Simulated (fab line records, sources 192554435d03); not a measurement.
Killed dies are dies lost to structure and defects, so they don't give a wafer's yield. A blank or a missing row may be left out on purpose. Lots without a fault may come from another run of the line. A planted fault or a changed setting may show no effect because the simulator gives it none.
Which tool did it? | flow n5_finfet | 13 lots, 38 wafers sampled, at 4 steps of a route of 1938

WHAT THE GAUGES READ, wafer by wafer
N5_BEOL_M12_THK_MEAS_50: measures by xrf.
lot  | measured     | on            | M12_THK (nm)
L807 | day 11 12:02 | film_metro-02 | 316 316 308
L805 | day 11 14:39 | film_metro-01 | 310 308
L806 | day 11 15:50 | film_metro-01 | 317 318 307
L809 | day 12 14:01 | film_metro-01 | 309 315 316
L810 | day 12 14:15 | film_metro-01 | 313 306 323
L811 | day 12 15:20 | film_metro-01 | 318 316 318
L814 | day 13 12:26 | film_metro-02 | 324 311 315
L815 | day 13 17:32 | film_metro-01 | 304 311 321
L817 | day 14 02:51 | film_metro-01 | 326 319 326
L819 | day 14 23:53 | film_metro-01 | 330 321 318
L825 | day 16 03:42 | film_metro-02 | 315 314 308
L826 | day 16 06:16 | film_metro-01 | 308 316 312
L827 | day 16 15:52 | film_metro-02 | 322 320 316

N5_BEOL_M12_INSPECT_55: inspects for defects (darkfield).
lot  | measured     | on                | raw_defect_count
L807 | day 11 12:11 | defect_inspect-02 | 69 35 46
L805 | day 11 14:49 | defect_inspect-01 | 141 91
L806 | day 11 15:59 | defect_inspect-01 | 84 126 74
L809 | day 12 14:10 | defect_inspect-02 | 73 52 54
L810 | day 12 14:24 | defect_inspect-02 | 105 74 91
L811 | day 12 15:29 | defect_inspect-01 | 70 78 58
L814 | day 13 12:35 | defect_inspect-01 | 62 85 75
L815 | day 13 17:41 | defect_inspect-01 | 73 105 94
L817 | day 14 03:00 | defect_inspect-01 | 77 73 62
L819 | day 15 00:02 | defect_inspect-02 | 73 85 87
L825 | day 16 03:52 | defect_inspect-01 | 61 66 110
L826 | day 16 06:25 | defect_inspect-02 | 60 70 86
L827 | day 16 16:01 | defect_inspect-02 | 66 39 42

WHICH TOOL RAN EACH LOT (tool, then ch and the chambers of the sampled wafers, then the start)
lot  | N5_BEOL_M12_PRE_CLEAN_42     | N5_BEOL_M12_SPUTTER_43
L807 | pvd_sputter-02, day 11 10:59 | pvd_sputter-02, day 11 11:01
L805 | pvd_sputter-02, day 11 13:36 | pvd_sputter-02, day 11 13:38
L806 | pvd_sputter-02, day 11 14:14 | pvd_sputter-02, day 11 14:17
L809 | pvd_sputter-01, day 12 11:58 | pvd_sputter-01, day 12 12:00
L810 | pvd_sputter-03, day 12 12:16 | pvd_sputter-03, day 12 12:18
L811 | pvd_sputter-01, day 12 14:17 | pvd_sputter-01, day 12 14:19
L814 | pvd_sputter-02, day 13 11:14 | pvd_sputter-02, day 13 11:17
L815 | pvd_sputter-03, day 13 15:40 | pvd_sputter-03, day 13 15:42
L817 | pvd_sputter-02, day 14 01:48 | pvd_sputter-02, day 14 01:50
L819 | pvd_sputter-02, day 14 22:49 | pvd_sputter-02, day 14 22:52
L825 | pvd_sputter-01, day 16 02:39 | pvd_sputter-01, day 16 02:41
L826 | pvd_sputter-01, day 16 05:02 | pvd_sputter-01, day 16 05:04
L827 | pvd_sputter-03, day 16 14:45 | pvd_sputter-03, day 16 14:47
- N5_BEOL_M12_PRE_CLEAN_42: time 30 s.
- N5_BEOL_M12_SPUTTER_43: material TaN, target thk 15 nm, time 24.19 s.

WHAT THE TOOLS THEMSELVES READ (means of the sampled wafers that have a number; where no wafer has one, the mark that the record gives instead)
N5_BEOL_M12_PRE_CLEAN_42.
lot  | tool           | heater_power_w (W)
L807 | pvd_sputter-02 | 322
L805 | pvd_sputter-02 | 366
L806 | pvd_sputter-02 | 349
L809 | pvd_sputter-01 | 332
L810 | pvd_sputter-03 | 343
L811 | pvd_sputter-01 | 319
L814 | pvd_sputter-02 | 355
L815 | pvd_sputter-03 | 337
L817 | pvd_sputter-02 | 313
L819 | pvd_sputter-02 | 351
L825 | pvd_sputter-01 | 313
L826 | pvd_sputter-01 | 330
L827 | pvd_sputter-03 | 350

N5_BEOL_M12_SPUTTER_43.
lot  | tool           | cathode_dc_power_W (W) | throttle_valve_pct (%)
L807 | pvd_sputter-02 | 14998                  | 30.1
L805 | pvd_sputter-02 | 15002                  | 29.2
L806 | pvd_sputter-02 | 14997                  | 30.2
L809 | pvd_sputter-01 | 15003                  | 30.2
L810 | pvd_sputter-03 | 15000                  | 30.0
L811 | pvd_sputter-01 | 15000                  | 30.7
L814 | pvd_sputter-02 | 14997                  | 29.2
L815 | pvd_sputter-03 | 15002                  | 30.1
L817 | pvd_sputter-02 | 13990                  | 29.3
L819 | pvd_sputter-02 | 13992                  | 29.2
L825 | pvd_sputter-01 | 15004                  | 31.5
L826 | pvd_sputter-01 | 14998                  | 30.3
L827 | pvd_sputter-03 | 14999                  | 29.4

THE ANSWER, worked out from the rows above alone
Rule: what is usual is taken from the lots themselves. Put in order of their means at a reading, lots are off if they are a third of the lots or fewer, leave a main group of 4 or more, and stand apart from it by a gap of 3 or more times the standard deviation of the main group's means; of several such gaps the widest counts. A main group whose means are all the same, to the digits that the tables above print for the reading, isn't used. A lot without any number at a reading at which 4 lots or more have one is off too. The other lots that the step has rows for count as sound. The gauges are gone through in route order, then the tools' own readings, and for those a lot's mean is taken as printed above. The first step at which some lot is off is used, and at that step the reading that is off furthest; a lot without a number counts as furthest.
Off: L817, L819, at N5_BEOL_M12_SPUTTER_43 (cathode_dc_power_W). The main group: mean 15000 W, standard deviation 2.3.
A tool fits if, at that step or a process step before it, it ran every lot that is off, and no sound lot after the first of them. One fits: pvd_sputter-02 at N5_BEOL_M12_PRE_CLEAN_42 and N5_BEOL_M12_SPUTTER_43. At N5_BEOL_M12_PRE_CLEAN_42 its last sound lot is L814 (day 13 11:14), its first lot that is off L817 (day 14 01:48): a fault that began between those two fits.

WHAT THE SIMULATOR HAD PUT IN
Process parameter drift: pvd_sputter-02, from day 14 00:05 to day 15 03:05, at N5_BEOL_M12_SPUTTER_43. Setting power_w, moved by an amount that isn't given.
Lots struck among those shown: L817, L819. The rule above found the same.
